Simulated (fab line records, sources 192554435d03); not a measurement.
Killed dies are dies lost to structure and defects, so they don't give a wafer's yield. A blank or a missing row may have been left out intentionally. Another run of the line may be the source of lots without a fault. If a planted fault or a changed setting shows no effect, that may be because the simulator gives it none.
fab line records | flow n5-finfet
record lots=5 wafers=15 last-day=18
route steps=1938 shown BEOL_M5@1148 PASSIVATION@1936
lots that met no fault: taken from a fault-free run of the same line
start-h: start of the lot's first displayed wafer, in hours after the record's first day | wait-h: how many hours have passed since the lot's step before this one | " unchanged from the row above | L1.1+2: a single row standing in for several wafers | - no value present, or no start provided | * or withheld: withheld | < > ~ a bound
route shown NAME@n: NAME is a module with steps in the file, n the number in the route of the first one | usual: mean/standard deviation of fault-free wafers | same: alike in all rows | chamber/n: place in a boat | sites: the reading at each site | _std_site: their standard deviation | _edge_site: inner sites' mean taken away from outer sites' mean | radius-mm: for every site, how far away it sits from the centre of the wafer | mask NAME#n: copy n | behind: the tool/chamber that last shaped the wafer | hold: why the lot was held/for how many hours/how that ended | device: transistor that didn't switch, given as n, p or np | end of line: the tests these same wafers got at the end of their route | a step without rows: its recipe alone | killed: not the wafer's yield, but the dies lost to structure and defects at the first sort | map: per-die view of a wafer (x killed, . not killed, _ where there is no die)
set.NAME: the setting as run; set.NAME@STEP: as run at that earlier step | model.NAME: the simulator's own value behind a step, which no gauge read
lots at some steps of the route; a table a step, a row a wafer
services: when a tool's chamber went out of use (start-h, in hours from the record's first day, below 0 if earlier), for how many hours, and the reason
## steps
# step N5_BEOL_M5_CD_MEAS_28
# recipe target-cd-nm=30.6 landing-energy-ev=500 detector=se-inlens target-cd-y-nm=20 polarity=opening
# usual cd-nm=30.54/0.24
# columns lot.wafer tool chamber start-h wait-h cd-nm
L938.2 cd-sem-03 0 231.02 - 30.65
L938.3 " 0 " " 30.49
L938.6 " 0 " " 30.56
L942.1 cd-sem-03 0 251.45 - 30.45
L942.4 " 0 " " 30.34
L942.5 " 0 " " 30.06
L944.1 cd-sem-01 0 259.54 - 30.47
L944.2 " 0 " " 30.15
L944.5 " 0 " " 30.78
L948.1 cd-sem-02 0 285.96 - 30.55
L948.4 " 0 " " 30.64
L948.5 " 0 " " 30.57
L952.2 cd-sem-01 0 321.09 - 30.57
L952.3 " 0 " " 30.18
L952.6 " 0 " " 30.28
# step N5_BEOL_M5_OVL_MEAS_29
# recipe points-per-wafer=522
# usual V4_OVL=-0.1/0.82
# same points-per-wafer=522
# columns lot.wafer tool chamber start-h wait-h V4_OVL[nm]
L938.2 overlay-01 0 231.05 0.0 0.6
L938.3 " 0 " " -0.8
L938.6 " 0 " " -0.9
L942.1 overlay-01 0 251.48 0.0 -0.6
L942.4 " 0 " " -1.1
L942.5 " 0 " " -0.6
L944.1 overlay-01 0 259.57 0.0 1.2
L944.2 " 0 " " -0.4
L944.5 " 0 " " 0.9
L948.1 overlay-02 0 286.00 0.0 0.0
L948.4 " 0 " " -0.5
L948.5 " 0 " " 0.4
L952.2 overlay-02 0 321.12 0.0 -0.5
L952.3 " 0 " " -1.1
L952.6 " 0 " " -1.2
# step N5_BEOL_M5_INSPECT_30
# recipe mode=adi inspect-instrument=brightfield
# usual raw-defect-count=404/87
# columns lot.wafer tool chamber start-h wait-h raw-defect-count
L938.2 defect-inspect-02 - 231.11 0.0 361
L938.3 " - " " 319
L938.6 " - " " 310
L942.1 defect-inspect-01 - 251.54 0.1 576
L942.4 " - " " 321
L942.5 " - " " 499
L944.1 defect-inspect-02 - 259.63 0.1 447
L944.2 " - " " 521
L944.5 " - " " 466
L948.1 defect-inspect-01 - 286.05 0.1 472
L948.4 " - " " 447
L948.5 " - " " 505
L952.2 defect-inspect-01 - 321.17 0.0 332
L952.3 " - " " 440
L952.6 " - " " 289
# step N5_BEOL_M5_DESCUM_33
# recipe chemistry=O2 time-s=7 source-power-w=50 bias-power-w=20 pressure-mtorr=20 rf-frequency-hz=2.712e+07 temp-c=40 resist=CAR-EUV o2-flow-sccm=225
# step N5_BEOL_M5_ETCH_75
# recipe chemistry=N2/H2 target=underlayer target-depth-a=65 mask-material=CAR-EUV time-s=5.2 ion-energy-ev=200 pressure-mtorr=30 source-w=840 bias-w=150 n2-flow-sccm=200 h2-flow-sccm=200 ends=cleared
# step N5_BEOL_M5_ETCH_67
# recipe chemistry=CF4 target=SiARC target-depth-a=156 mask-material=CAR-EUV time-s=26 ion-energy-ev=80 pressure-mtorr=40 source-w=545 bias-w=36 Ar_flow_sccm=100 cf4-flow-sccm=100 ends=cleared
# step N5_BEOL_M5_ETCH_68
# recipe chemistry=N2/H2 target=SOC target-depth-a=800 overetch-a=160 mask-material=SiARC temp-c=40 time-s=120 ion-energy-ev=200 pressure-mtorr=30 source-w=840 bias-w=150 n2-flow-sccm=200 h2-flow-sccm=200
# step N5_BEOL_M5_STRIP_69
# recipe chemistry=N2/H2 temp-c=40 n2-flow-sccm=200 h2-flow-sccm=200 rf-frequency-hz=6e+07
# step N5_BEOL_M5_STRIP_76
# recipe chemistry=N2/H2 temp-c=40 n2-flow-sccm=200 h2-flow-sccm=200 rf-frequency-hz=6e+07
# step N5_BEOL_M5_VIA_ETCH_34
# recipe chemistry=C4F6/O2 target=SiCOH_lowk target-depth-a=883 mask-material=SOC taper-deg=4 time-s=39.2 ion-energy-ev=250 pressure-mtorr=30 source-w=345 bias-w=185 Ar_flow_sccm=300 C4F6_flow_sccm=10 O2_flow_sccm=10
# step N5_BEOL_M5_STRIP_85
# recipe chemistry=C4F6/O2 resist=SiARC rf-frequency-hz=6e+07
# step N5_BEOL_M5_STRIP_36
# recipe chemistry=N2/H2 power-w=450 temp-c=40 pressure-mtorr=20 rf-frequency-hz=6e+07 overash-fraction=0.3 bias-power-w=7 h2-frac=0.5 n2-flow-sccm=200 h2-flow-sccm=200
# step N5_BEOL_M5_TRENCH_ETCH_37
# recipe chemistry=C4F6/O2 target-depth-a=716.52 target=SiCOH_lowk time-s=24.7 ion-energy-ev=250 pressure-mtorr=30 source-w=345 bias-w=185 Ar_flow_sccm=300 C4F6_flow_sccm=10 O2_flow_sccm=10
# usual drypump-motor-current-A=5.6/0.43 oes_ar_750_au=0.78/0.069 oes-product-au=0.78/0.075 rf-vpp-V=664/9.4 run-length-s=48.0/0.52 showerhead-plenum-p-Torr=2.85/0.12 throttle-valve-pct=20.97/0.24
# columns lot.wafer tool chamber start-h wait-h drypump-motor-current-A oes_ar_750_au oes-product-au rf-hours-counter-h rf-vpp-V run-length-s showerhead-plenum-p-Torr throttle-valve-pct model.etch.depth-nm model.BEOL_M5.feature-depth-nm
L938.2 rie-diel-04 2 231.41 - 5.7 0.69 0.69 220 669 48.1 2.69 21.15 70.63 70.6
L938.3 " 3 " " 5.9 0.72 0.71 198 657 48.2 2.93 21.30 72.66 72.6
L938.6 " 3 " " 5.8 0.72 0.70 - 659 45.6 2.93 21.30 64.53 64.6
L942.1 rie-diel-06 3 251.84 - 5.6 0.82 0.82 78 669 47.6 3.00 20.82 70.99 71
L942.4 " 0 " " 5.9 0.87 0.87 42 668 48.1 3.03 21.22 72.64 72.6
L942.5 " 1 " " 5.0 0.86 0.88 - 683 47.4 3.02 20.43 73.53 73.6
L944.1 rie-diel-06 2 259.95 - 5.8 0.86 0.87 30 675 47.7 2.92 20.74 72.41 72.4
L944.2 " 0 " " 5.9 0.87 0.87 45 666 47.6 3.03 21.21 72.63 72.6
L944.5 " 0 " " 5.9 0.86 0.87 - 667 48.2 3.03 21.21 73 73
L948.1 rie-diel-05 1 286.36 - 5.4 0.74 0.73 163 667 47.7 2.72 20.98 69.52 69.6
L948.4 " 3 " " 5.1 0.70 0.69 245 655 48.1 2.68 21.03 69.87 69.8
L948.5 " 0 " " 5.9 0.83 0.85 - 660 49.4 2.75 20.70 70.77 70.8
L952.2 rie-diel-06 3 321.99 - 5.6 0.80 0.80 101 669 47.6 2.99 20.85 70.82 70.8
L952.3 " 2 " " 5.9 0.83 0.84 50 675 47.4 2.92 20.79 73.3 73.4
L952.6 " 2 " " 5.8 0.83 0.85 - 676 47.3 2.92 20.81 73.6 73.6
# step N5_BEOL_M5_ETCH_41
# recipe chemistry=CH3F/O2 target=SiCN target-depth-a=315 taper-deg=2 time-s=56.7 ion-energy-ev=120 mask-material=TiN pressure-mtorr=30 source-w=395 bias-w=75 Ar_flow_sccm=150 CH3F_flow_sccm=30 O2_flow_sccm=20
# step N5_BEOL_M5_STRIP_91
# recipe chemistry=N2/H2 time-s=10 power-w=450 temp-c=40 pressure-mtorr=20 rf-frequency-hz=6e+07 bias-power-w=7 n2-flow-sccm=200 h2-flow-sccm=200
# usual drypump-motor-current-A=5.6/0.42 oes-product-au=0.78/0.074 rf-vpp-V=59.2/0.9 showerhead-plenum-p-Torr=2.55/0.1 throttle-valve-pct=23.70/0.27
# columns lot.wafer tool chamber start-h wait-h drypump-motor-current-A oes-product-au rf-hours-counter-h rf-vpp-V showerhead-plenum-p-Torr throttle-valve-pct
L938.2 rie-diel-04 2 - - 5.7 0.69 220 58.0 2.41 23.82
L938.3 " 3 " " 5.9 0.70 198 60.3 2.61 23.79
L938.6 " 3 " " 5.8 0.69 - 58.3 2.61 23.78
L942.1 rie-diel-06 3 - - 5.6 0.83 78 60.4 2.68 23.56
L942.4 " 0 " " 5.9 0.87 42 59.7 2.71 24.03
L942.5 " 1 " " 5.0 0.88 - 59.2 2.69 23.07
L944.1 rie-diel-06 2 - - 5.9 0.87 30 57.7 2.58 23.47
L944.2 " 0 " " 5.9 0.87 45 58.1 2.71 24.04
L944.5 " 0 " " 5.9 0.86 - 59.9 2.71 24.05
L948.1 rie-diel-05 1 - - 5.5 0.74 163 59.1 2.45 23.93
L948.4 " 3 " " 5.2 0.70 245 58.5 2.39 23.78
L948.5 " 0 " " 5.9 0.84 - 58.9 2.48 23.58
L952.2 rie-diel-06 3 - - 5.6 0.79 101 59.3 2.67 23.60
L952.3 " 2 " " 5.9 0.84 50 60.6 2.57 23.50
L952.6 " 2 " " 5.9 0.83 - 60.2 2.57 23.53
# step N5_BEOL_M5_OCD_MEAS_38
# usual trench-depth-nm=71.1/1.1
# columns lot.wafer tool chamber start-h wait-h trench-depth-nm
L938.2 ocd-02 - 231.56 - 71.0
L938.3 " - " " 73.1
L938.6 " - " " 64.4
L942.1 ocd-02 - 252.00 - 70.9
L942.4 " - " " 72.7
L942.5 " - " " 73.2
L944.1 ocd-01 - 260.10 - 73.0
L944.2 " - " " 72.1
L944.5 " - " " 73.0
L948.1 ocd-01 - 286.52 - 69.7
L948.4 " - " " 69.7
L948.5 " - " " 70.5
L952.2 ocd-01 - 322.15 - 70.8
L952.3 " - " " 73.8
L952.6 " - " " 73.3
# step N5_BEOL_M5_HM_STRIP_39
# recipe chemistry=peroxide-tin-strip material=TiN target-depth-a=250 temp-c=50 time-s=158
# step N5_BEOL_M5_SRD_40
# recipe time-s=30 temp-c=23 rinse-liquid=diw dry=ipa-marangoni
# step N5_BEOL_M5_PRECLEAN_42
# recipe chemistry=residue-remover time-s=60 temp-c=40
# step N5_BEOL_M5_SRD_43
# recipe time-s=30 temp-c=23 rinse-liquid=diw dry=ipa-marangoni
# step N5_BEOL_M5_CD_MEAS_35
# recipe target-cd-nm=28 target-cd-y-nm=24 polarity=opening
# usual cd-nm=28.0/0.31
# columns lot.wafer tool chamber start-h wait-h cd-nm
L938.2 cd-sem-01 - 231.71 0.0 27.9
L938.3 " - " " 27.7
L938.6 " - " " 28.7
L942.1 cd-sem-02 - 252.16 0.0 28.2
L942.4 " - " " 28.3
L942.5 " - " " 28.1
L944.1 cd-sem-01 - 260.26 0.0 28.2
L944.2 " - " " 27.8
L944.5 " - " " 28.4
L948.1 cd-sem-02 - 286.68 0.0 27.9
L948.4 " - " " 28.0
L948.5 " - " " 28.1
L952.2 cd-sem-02 - 322.30 0.0 28.1
L952.3 " - " " 27.8
L952.6 " - " " 27.7
# step N5_BEOL_M5_CURE_80
# recipe temp-c=370 time-s=120 ambient=DMADMS/He material=SiCOH_lowk
# step N5_BEOL_M5_DEGAS_44
# recipe ambient=vacuum temp-c=250 time-s=60
# step N5_BEOL_M5_PRE_CLEAN_45
# recipe gas=H2/He time-s=30 temp-c=250
# step N5_BEOL_M5_ALD_86
# recipe material=TaN target-thk-a=* temp-c=275 ald-precursor-family=PDMAT ald-co-reactant=NH3 pressure-torr=3 carrier-flow-sccm=1500 pulse-time-s=2 purge-time-s=3 co-reactant-purge-time-s=2 co-reactant-pulse-time-s=3 ald-cycles=30 precursor-vessel-temp-c=75 precursor-vessel-pressure-torr=26.25 precursor-vessel-carrier-sccm=1000
# step N5_BEOL_M5_SURFACE_TREAT_87
# recipe gas=Ar time-s=* ion-energy-ev=* ion-current-ma-cm2=0.5 pressure-mtorr=* ar-flow-sccm=30
# step N5_BEOL_M5_CVD_47
# recipe material=Co target-thk-a=30 temp-c=withheld precursor=CCTBA/H2 pressure-torr=30 time-s=216
# step N5_BEOL_M5_SPUTTER_48
# recipe material=Cu target-thk-a=150 temp-c=-20 chamber-pressure-pa=0.07 power-w=withheld time-s=27.62
# step N5_BEOL_M5_ANNEAL_49
# recipe temp-c=400 time-s=1800 ambient=vacuum
# usual heater-power-w=798/57 susceptor-temp-C=399.97/0.24
# columns lot.wafer tool chamber start-h wait-h heater-power-w susceptor-temp-C
L938.2 pvd-sputter-03 - 234.93 0.0 854 400.09
L938.3 " - " " 869 400.14
L938.6 " - " " 796 400.02
L942.1 pvd-sputter-01 - 253.38 0.0 874 399.93
L942.4 " - " " 745 399.85
L942.5 " - " " 870 400.36
L944.1 pvd-sputter-03 - 261.42 0.0 817 400.40
L944.2 " - " " 800 399.67
L944.5 " - " " 879 399.98
L948.1 pvd-sputter-02 - 288.04 0.0 793 400.41
L948.4 " - " " 843 400.26
L948.5 " - " " 841 399.79
L952.2 pvd-sputter-02 - 324.26 0.0 829 399.91
L952.3 " - " " 803 400.02
L952.6 " - " " 837 400.00
# step N5_BEOL_M5_SPUTTER_81
# recipe material=Cu target-thk-a=150 temp-c=-20 chamber-pressure-pa=0.07 power-w=withheld time-s=27.62
# usual chuck-gas-flow-sccm=1.27/0.054 susceptor-temp-C=-19.98/0.11 throttle-valve-pct=30.1/0.91
# columns lot.wafer tool chamber start-h wait-h chuck-gas-flow-sccm susceptor-temp-C throttle-valve-pct
L938.2 pvd-sputter-03 - 235.93 0.5 1.36 -20.09 29.6
L938.3 " - " " 1.24 -20.01 29.6
L938.6 " - " " 1.27 -19.82 29.5
L942.1 pvd-sputter-01 - 254.39 0.5 1.22 -19.85 31.0
L942.4 " - " " 1.26 -19.94 28.0
L942.5 " - " " 1.25 -19.98 31.2
L944.1 pvd-sputter-03 - 262.43 0.5 1.29 -19.90 30.1
L944.2 " - " " 1.19 -19.89 29.3
L944.5 " - " " 1.26 -19.95 29.9
L948.1 pvd-sputter-02 - 289.05 0.5 1.20 -19.93 31.9
L948.4 " - " " 1.31 -19.79 29.5
L948.5 " - " " 1.32 -19.95 30.7
L952.2 pvd-sputter-02 - 325.26 0.5 1.29 -19.77 30.5
L952.3 " - " " 1.19 -20.02 29.9
L952.6 " - " " 1.23 -19.73 30.9
# step N5_BEOL_M5_ANNEAL_82
# recipe temp-c=400 time-s=1800 ambient=vacuum
# step N5_BEOL_M5_SPUTTER_83
# recipe material=Cu target-thk-a=150 temp-c=-20 chamber-pressure-pa=0.07 power-w=withheld time-s=27.62
# step N5_BEOL_M5_ANNEAL_84
# recipe temp-c=400 time-s=1800 ambient=vacuum
# step N5_BEOL_M5_SPUTTER_88
# recipe material=Cu target-thk-a=150 temp-c=-20 chamber-pressure-pa=0.07 power-w=withheld time-s=27.62
# step N5_BEOL_M5_ANNEAL_89
# recipe temp-c=400 time-s=1800 ambient=vacuum
# step N5_BEOL_M5_SPUTTER_90
# recipe material=Cu target-thk-a=45 temp-c=-20 chamber-pressure-pa=0.07 power-w=withheld time-s=8.29
# usual chuck-gas-flow-sccm=1.26/0.059 susceptor-temp-C=-19.98/0.1 throttle-valve-pct=30.1/0.9
# columns lot.wafer tool chamber start-h wait-h chuck-gas-flow-sccm susceptor-temp-C throttle-valve-pct
L938.2 pvd-sputter-03 - 239.19 0.5 1.21 -19.81 29.6
L938.3 " - " " 1.25 -19.90 29.8
L938.6 " - " " 1.18 -20.00 29.6
L942.1 pvd-sputter-01 - 257.65 0.5 1.24 -19.95 31.1
L942.4 " - " " 1.23 -19.91 28.1
L942.5 " - " " 1.24 -19.84 30.9
L944.1 pvd-sputter-03 - 265.69 0.5 1.27 -19.97 30.0
L944.2 " - " " 1.19 -19.94 29.3
L944.5 " - " " 1.20 -20.07 29.6
L948.1 pvd-sputter-02 - 292.31 0.5 1.18 -20.03 31.9
L948.4 " - " " 1.19 -19.99 29.6
L948.5 " - " " 1.31 -20.01 30.8
L952.2 pvd-sputter-02 - 328.52 0.5 1.20 -19.89 30.7
L952.3 " - " " 1.18 -19.91 29.7
L952.6 " - " " 1.15 -20.10 30.7
# step N5_BEOL_M5_ECD_50
# recipe material=Cu target-thk-a=3000
# step N5_BEOL_M5_ANNEAL_51
# recipe temp-c=225 time-s=90 ambient=N2
# step N5_BEOL_M5_CMP_52
# recipe stop-on=SiCOH_lowk t-overpolish-s=6.9 down-force-psi=1 platen-rpm=50 clearing-platen-down-force-psi=1.5 clearing-platen-rpm=50 post-cmp-clean=cu-alkaline target-thk-nm=62 clearing-platen-pad-velocity-m-s=0.99484 pad-velocity-m-s=0.99484
# usual barrier-field-endpoint-s=24.5/0.61 motor-current-A=6.0/0.35 overpolish-run-s=6.901/0.0088 slurry-flow-ml-min=149.9/0.51 time-to-endpoint-s=61/3.1
# columns lot.wafer tool chamber start-h wait-h barrier-field-endpoint-s motor-current-A overpolish-run-s slurry-flow-ml-min time-to-endpoint-s model.Cu_of_BEOL_M5_ECD_50.thk-nm
L938.2 cmp-02 2 241.19 0.2 23.1 6.1 6.899 150.8 60 60
L938.3 " 1 " " 23.2 6.5 6.908 151.0 56 62.6
L938.6 " 3 " " 24.0 5.8 6.902 149.7 59 53.8
L942.1 cmp-03 1 261.61 0.3 24.2 5.7 6.900 149.5 58 59.6
L942.4 " 2 " " 24.0 6.9 6.905 148.7 61 61.6
L942.5 " 3 " " 24.4 6.0 6.897 150.8 63 64.8
L944.2 cmp-01 3 268.97 0.3 23.4 5.6 6.903 150.4 57 63.4
L944.1 " 1 " " 24.9 6.6 6.903 150.8 58 61.6
L944.5 " 3 " " 23.9 5.6 6.899 150.1 60 63
L948.4 cmp-02 3 292.81 0.1 25.1 6.4 6.889 150.0 60 59
L948.1 " 1 " " 24.2 6.2 6.891 150.4 57 58.8
L948.5 " 3 " " 24.2 6.1 6.889 150.2 58 61
L952.2 cmp-02 3 329.02 0.2 24.0 6.1 6.895 150.5 62 60.2
L952.3 " 0 " " 25.0 6.0 6.911 149.6 64 63
L952.6 " 0 " " 24.2 6.1 6.892 150.7 66 63.2
# step N5_BEOL_M5_THK_MEAS_53
# recipe thk-meas-gauge=xrf reads=Cu_of_BEOL_M5_ECD_50
# usual M5_THK=61.3/1.4
# columns lot.wafer tool chamber start-h wait-h M5_THK[nm]
L938.2 film-metro-01 - 241.48 - 60.6
L938.3 " - " " 62.9
L938.6 " - " " 54.3
L942.1 film-metro-02 - 261.83 - 59.0
L942.4 " - " " 61.4
L942.5 " - " " 64.3
L944.1 film-metro-01 - 269.23 - 61.8
L944.2 " - " " 63.4
L944.5 " - " " 63.1
L948.1 film-metro-02 - 293.11 - 59.0
L948.4 " - " " 59.3
L948.5 " - " " 61.5
L952.2 film-metro-01 - 329.32 - 59.9
L952.3 " - " " 62.7
L952.6 " - " " 62.8
# step N5_BEOL_M5_PRE_CLEAN_77
# recipe gas=NH3/H2 time-s=15 temp-c=* rf-power-w=300
# usual heater-power-w=79/15 susceptor-temp-C=*
# columns lot.wafer tool chamber start-h wait-h heater-power-w susceptor-temp-C
L938.2 cvd-co-01 1 241.52 0.0 59 *
L938.3 " 2 " " 75 *
L938.6 " 1 " " 59 *
L942.1 cvd-co-01 0 261.93 0.1 104 *
L942.4 " 2 " " 76 *
L942.5 " 1 " " 57 *
L944.1 cvd-co-01 2 269.26 0.0 76 *
L944.2 " 1 " " 60 *
L944.5 " 0 " " 102 *
L948.1 cvd-co-02 0 293.14 0.0 90 *
L948.4 " 0 " " 90 *
L948.5 " 1 " " 75 *
L952.2 cvd-co-02 0 329.36 0.0 89 *
L952.3 " 2 " " 70 *
L952.6 " 2 " " 69 *
# step N5_BEOL_M5_CO_CAP_78
# recipe material=Co target-thk-a=20 temp-c=200 precursor=CCTBA/H2 pressure-torr=30 time-s=102.1
# step N5_BEOL_M5_RS_MEAS_57
# recipe thk-meas-gauge=four-point-probe reads=Co_of_BEOL_M5_CO_CAP_78+Cu_of_BEOL_M5_ECD_50+Co_of_BEOL_M5_CVD_47+TaN_of_BEOL_M5_ALD_86
# usual M5_RS=0.393/0.011
# columns lot.wafer tool chamber start-h wait-h M5_RS[ohm/sq]
L938.2 film-metro-01 - 241.74 0.1 0.402
L938.3 " - " " 0.382
L938.6 " - " " 0.459
L942.1 film-metro-01 - 262.15 0.0 0.405
L942.4 " - " " 0.388
L942.5 " - " " 0.365
L944.1 film-metro-02 - 269.49 0.0 0.390
L944.2 " - " " 0.378
L944.5 " - " " 0.380
L948.1 film-metro-01 - 293.40 0.1 0.412
L948.4 " - " " 0.410
L948.5 " - " " 0.394
L952.2 film-metro-01 - 329.64 0.1 0.400
L952.3 " - " " 0.379
L952.6 " - " " 0.378
# step N5_PASSIVATION_PROBE_49
# usual defect-limited-yield=91.3/1.3 killed_at_M0_to_M3=36/12 killed_at_M4_up=13/4.6 killed-at-contacts=13/5.4 killed-at-front-end=37/10 killed-at-other=3.6/2.9 killed-dies=102/15 killed-open=67/12 killed-short=33/7.5 sort_bin_5_function=5.1/0.93 sort_bin_6_memory=3.2/0.62 sort-n-pass=1078/15 sort-yield-pct=91.3/1.3
# same gross-dies=1180 killed-at-back-side=0 sort_bin_4_leakage[%]=0 sort_bin_8_speed[%]=0
# columns lot.wafer tool chamber start-h wait-h defect-limited-yield[%] killed_at_M0_to_M3 killed_at_M4_up killed-at-contacts killed-at-front-end killed-at-other killed-dies killed-open killed-short sort_bin_5_function[%] sort_bin_6_memory[%] sort-n-pass sort-yield-pct[%]
L938.3 prober-01 - 333.72 0.3 93.4 29 15 4 29 1 78 44 31 3.4 2.8 1102 93.4
# killed by level:class
L938.3 FIN_SAQP:geometric-particle:short=8 BEOL_M0_SAQP:geometric-particle:open=6 BEOL_M3:geometric-particle:open=6 BEOL_M0_SAQP:geometric-particle:short=5 BEOL_M2:geometric-particle:open=5 DUMMY_GATE:geometric-particle:open=4 BEOL_M4:geometric-particle:open=4 GATE_CUT:geometric-particle:short=3
## services
# columns tool chamber start-h hours kind
cmp-02 - 215.47 1.0 repair
cmp-01 - 227.96 4.0 pm
rie-diel-06 1 231.72 4.9 repair
cmp-03 - 233.42 0.3 repair
cmp-01 - 246.45 17.6 pm
rie-diel-06 0 280.96 8.9 repair
cmp-01 - 290.69 6.2 pm
pvd-sputter-01 - 291.75 1.0 repair
cmp-03 - 292.10 3.5 repair
rie-diel-05 - 292.30 4.3 pm
rie-diel-05 3 304.59 - clean
rie-diel-05 3 304.59 - consumable-replace:focus-ring
rie-diel-05 3 304.59 - consumable-replace:showerhead
rie-diel-05 3 304.59 17.8 scheduled-down
rie-diel-05 3 304.59 17.8 vent-cycle
cmp-01 - 304.78 1.3 repair
rie-diel-04 1 306.90 - clean
rie-diel-04 1 306.90 - consumable-replace:focus-ring
rie-diel-04 1 306.90 17.6 scheduled-down
cmp-03 - 309.55 3.6 repair
cvd-co-02 - 316.44 0.3 repair
cmp-03 - 316.95 1.1 repair
cvd-co-02 1 322.41 13.2 repair
cmp-03 - 329.27 0.9 repair
## key
first-sign step=N5_BEOL_M5_TRENCH_ETCH_37 reading=run-length-s direction=down sigmas=4.5 usual=* struck=*
effect step=N5_BEOL_M5_OCD_MEAS_38 reading=trench-depth-nm direction=down sigmas=5.9 usual=71.1 struck=64.4
effect step=N5_BEOL_M5_THK_MEAS_53 reading=M5_THK direction=down sigmas=5 usual=61.3 struck=54.3
effect step=N5_BEOL_M5_RS_MEAS_57 reading=M5_RS direction=up sigmas=6 usual=0.393 struck=0.459
model-effect step=N5_BEOL_M5_TRENCH_ETCH_37 value=etch.depth-nm without=72.01 struck=64.53
model-effect step=N5_BEOL_M5_CMP_52 value=Cu_of_BEOL_M5_ECD_50.thk-nm without=61.4 struck=53.8
met-at N5_BEOL_M5_TRENCH_ETCH_37
struck-wafers L938.6
fault kind=process-parameter-drift tool=rie-diel-04 chamber=- onset-h=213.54 steps=N5_BEOL_M5_TRENCH_ETCH_37 channel=time-s offset=* shape=step end-h=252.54 scope=struck-wafers-only acts-in=* stated=*
